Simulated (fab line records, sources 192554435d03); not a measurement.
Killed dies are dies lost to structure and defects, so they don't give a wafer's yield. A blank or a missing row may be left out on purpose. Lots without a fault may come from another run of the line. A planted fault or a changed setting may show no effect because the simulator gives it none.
Split-lot experiment | flow n5_finfet | 7 lots, 39 wafers read, on a route of 1938 steps

THE SPLIT
At N5_MOL_CONTACT_COAG_ALD_123 (deposits SiNx, target thk 5 nm, pulse time 1 s, purge time 2 s), the setting ald_cycles was moved away from the recipe's 100 on 18 of the 39 wafers read, by -28.0% to +57.0%. The other wafers ran this setting at the recipe's value.

FROM THE SPLIT TO THE READING: what the file shows between them, 4 steps
- N5_MOL_CONTACT_COAG_PECVD_31: deposits SiO2 from TEOS/O2, target thk 46 nm, time 8.9 s
- N5_MOL_CONTACT_COAG_COAT_75: time 60 s, resist thk 60 nm
- N5_MOL_CONTACT_COAG_STRIP_120: strips in CHF3
- N5_MOL_CONTACT_COAG_VIA_ETCH_117: etches SiO2 in C4F6/O2, target depth 40 nm, overetch 8 nm, time 26 s

THE READING
etch.depth_nm (the simulator's own value, which no gauge read), in nm, at N5_MOL_CONTACT_COAG_ETCH_124 (etches SiNx in CH3F/O2, stops on SiOC, target depth 6.5 nm). The file gives no usual value for it. The 21 wafers here that ran the recipe average 5.002 nm, standard deviation 0.017 nm.

wafer  | tool, chamber at the split | ald_cycles as run | against the recipe | etch.depth_nm, nm | against lot-mates on the recipe
L080.1 | ald_sin-03, 1,3,1          | 100               | recipe             | 5.01              | -
L080.2 | ald_sin-03, 2              | 138               | +38.0%             | 6.689             | +1.679
L080.3 | ald_sin-03, 1,3,1          | 100               | recipe             | 4.998             | -
L080.4 | ald_sin-03, 0              | 138               | +38.0%             | 6.486             | +1.476
L080.5 | ald_sin-03, 1,3,1          | 100               | recipe             | 5.021             | -
L080.6 | ald_sin-03, 0              | 138               | +38.0%             | 6.391             | +1.381
L079.1 | ald_sin-01, 1,3,0          | 100               | recipe             | 5.023             | -
L079.2 | ald_sin-01, 1,3,0          | 100               | recipe             | 5.017             | -
L079.3 | ald_sin-01, 1,3,0          | 100               | recipe             | 5.018             | -
L079.4 | ald_sin-01, 2,0,1          | 72                | -28.0%             | 3.619             | -1.400
L079.5 | ald_sin-01, 2,0,1          | 72                | -28.0%             | 3.617             | -1.402
L079.6 | ald_sin-01, 2,0,1          | 72                | -28.0%             | 3.638             | -1.381
L081.1 | ald_sin-03, 1,1,0          | 100               | recipe             | 4.989             | -
L081.2 | ald_sin-03, 2,0,3          | 81                | -19.0%             | 4.071             | -0.919
L081.3 | ald_sin-03, 2,0,3          | 81                | -19.0%             | 4.029             | -0.961
L081.4 | ald_sin-03, 2,0,3          | 81                | -19.0%             | 4.07              | -0.920
L081.5 | ald_sin-03, 1,1,0          | 100               | recipe             | 4.997             | -
L081.6 | ald_sin-03, 1,1,0          | 100               | recipe             | 4.984             | -
L084.1 | ald_sin-03, 1,0,2          | 145               | +45.0%             | 6.709             | +1.696
L084.2 | ald_sin-03, 1,0,2          | 145               | +45.0%             | 6.359             | +1.346
L084.3 | ald_sin-03, 3,2,1          | 100               | recipe             | 5.013             | -
L084.4 | ald_sin-03, 3,2,1          | 100               | recipe             | 4.996             | -
L084.5 | ald_sin-03, 3,2,1          | 100               | recipe             | 5.029             | -
L084.6 | ald_sin-03, 1,0,2          | 145               | +45.0%             | 6.454             | +1.441
L089.1 | ald_sin-02, 0,3,2          | 157               | +57.0%             | 6.455             | +1.460
L089.2 | ald_sin-02, 1,2,1          | 100               | recipe             | 4.979             | -
L089.3 | ald_sin-02, 0,3,2          | 157               | +57.0%             | 6.639             | +1.644
L089.4 | ald_sin-02, 0,3,2          | 157               | +57.0%             | 6.571             | +1.576
L089.5 | ald_sin-02, 1,2,1          | 100               | recipe             | 5.011             | -
L089.6 | ald_sin-02, 1,2,1          | 100               | recipe             | 4.995             | -
L090.1 | ald_sin-03, 0,1,2          | 100               | recipe             | 4.996             | -
L090.2 | ald_sin-03, 0,1,2          | 100               | recipe             | 5                 | -
L090.3 | ald_sin-03, 0,1,2          | 100               | recipe             | 4.958             | -
L095.1 | ald_sin-03, 3,0,0          | 124               | +24.0%             | 6.174             | +1.171
L095.2 | ald_sin-03, 3,0,0          | 124               | +24.0%             | 6.184             | +1.181
L095.3 | ald_sin-03, 2,1,3          | 100               | recipe             | 4.987             | -
L095.4 | ald_sin-03, 2,1,3          | 100               | recipe             | 5.014             | -
L095.5 | ald_sin-03, 3,0,0          | 124               | +24.0%             | 6.16              | +1.157
L095.6 | ald_sin-03, 2,1,3          | 100               | recipe             | 5.009             | -
Where a row lists several chambers, the file gives one row for several wafers and doesn't say which wafer went through which chamber.

THE FIT
A straight line over all 39 wafers: etch.depth_nm changes by +0.0363 nm for each +1% of ald_cycles; r = +0.97; the points scatter about the line by 0.22 nm.
The same after taking each lot's own level away (the mean of its wafers on the recipe; 39 wafers): +0.0363 nm for each +1%; r = +0.97; scatter 0.22 nm.
On that fit, the largest move of ald_cycles shifts the reading by 2.1 nm.
The lots' own levels span 4.9847 to 5.0193 nm, that is 2.1 times the standard deviation above.
So the lot-to-lot level changes the slope little: the two slopes agree.
Check: with one of the wafers moved furthest among these (+57.0%) left out of the fit, the line predicts +2.08 nm for it against its lot-mates. It came out at +1.46 nm against them.

OTHER SPLITS ON THESE WAFERS
These wafers also went through other splits before the reading. Each is held against what the fit with the lots' levels taken away leaves over:
other split on the same wafers          | wafers away from the commonest value | r with etch.depth_nm (lot level and that fit taken away)
N5_ZERO_LAYER_PECVD_02 time_s           | 15                                   | +0.12
N5_FIN_SAQP_SPACER2_ALD_28 target_thk_a | 9                                    | +0.09

THE WHOLE CHAIN: every reading that the file lists as answering this split, in the file's order
step                         | what it does                                                   | reading                                                                                  | change (the file's fit)                | r (the file's)
N5_MOL_CONTACT_COAG_ALD_123  | deposits SiNx, target thk 5 nm, pulse time 1 s, purge time 2 s | SiNx_of_MOL_CONTACT_COAG_ALD_123.thk_nm (the simulator's own value, which no gauge read) | +0.0497 nm for each +1% of the setting | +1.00
N5_MOL_CONTACT_COAG_ETCH_124 | etches SiNx in CH3F/O2, stops on SiOC, target depth 6.5 nm     | etch.depth_nm (the simulator's own value, which no gauge read)                           | +0.0354 nm for each +1% of the setting | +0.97

THE FILE'S OWN FIT
etch.depth_nm changes by +0.0354 nm for each +1% of ald_cycles, r = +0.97.
